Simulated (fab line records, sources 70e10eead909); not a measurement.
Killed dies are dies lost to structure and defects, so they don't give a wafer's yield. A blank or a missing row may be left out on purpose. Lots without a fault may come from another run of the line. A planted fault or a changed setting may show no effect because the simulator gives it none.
Chamber matching | flow nand_harc | NHARC_A_CHANNEL_HOLE_D2_DEP_01 on pecvd-04: 3 sister chambers
The step deposits SiON, target thk 140 nm. 3 wafers are shown with their chamber, then 10 later ones without.

WAFERS WITH THEIR CHAMBER
wafer  | chamber | heater_power_w (W)
L084.4 | 1       | 761
L092.1 | 2       | 831
L092.2 | 0       | 709

WAFERS WITHOUT THEIR CHAMBER
wafer  | heater_power_w (W)
L092.5 | 836
L093.2 | 830
L093.5 | 746
L093.6 | 851
L094.1 | 846
L094.2 | 747
L094.6 | 799
L095.2 | 819
L095.3 | 795
L095.6 | 785

WHICH CHAMBER EACH WENT THROUGH
wafer  | from the rows above     | in truth
L092.5 | 2                       | 2
L093.2 | 2                       | 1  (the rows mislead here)
L093.5 | can't be placed: 1 or 0 | 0
L093.6 | 2                       | 2
L094.1 | 2                       | 2
L094.2 | can't be placed: 1 or 0 | 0
L094.6 | can't be placed: 2 or 1 | 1
L095.2 | 2                       | 2
L095.3 | can't be placed: 1 or 2 | 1
L095.6 | can't be placed: 1 or 2 | 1
Placed correctly: 4 of 10. Can't be placed from these rows: 5 (the true chamber is among the candidates in 5). Placed wrongly: 1.
How it was worked out, from the rows above alone: a wafer's distance from a chamber is the root of the sum, over the readings, of the square of ((its reading less the chamber's mean) divided by the reading's scatter). The wafer belongs to the nearest chamber; if the next one is less than 2 further off, it can't be placed. A chamber's mean is the mean of its shown wafers. The scatter: with one shown wafer a chamber, the root of the mean of the squares of how far each hidden wafer lies from its nearest shown one.
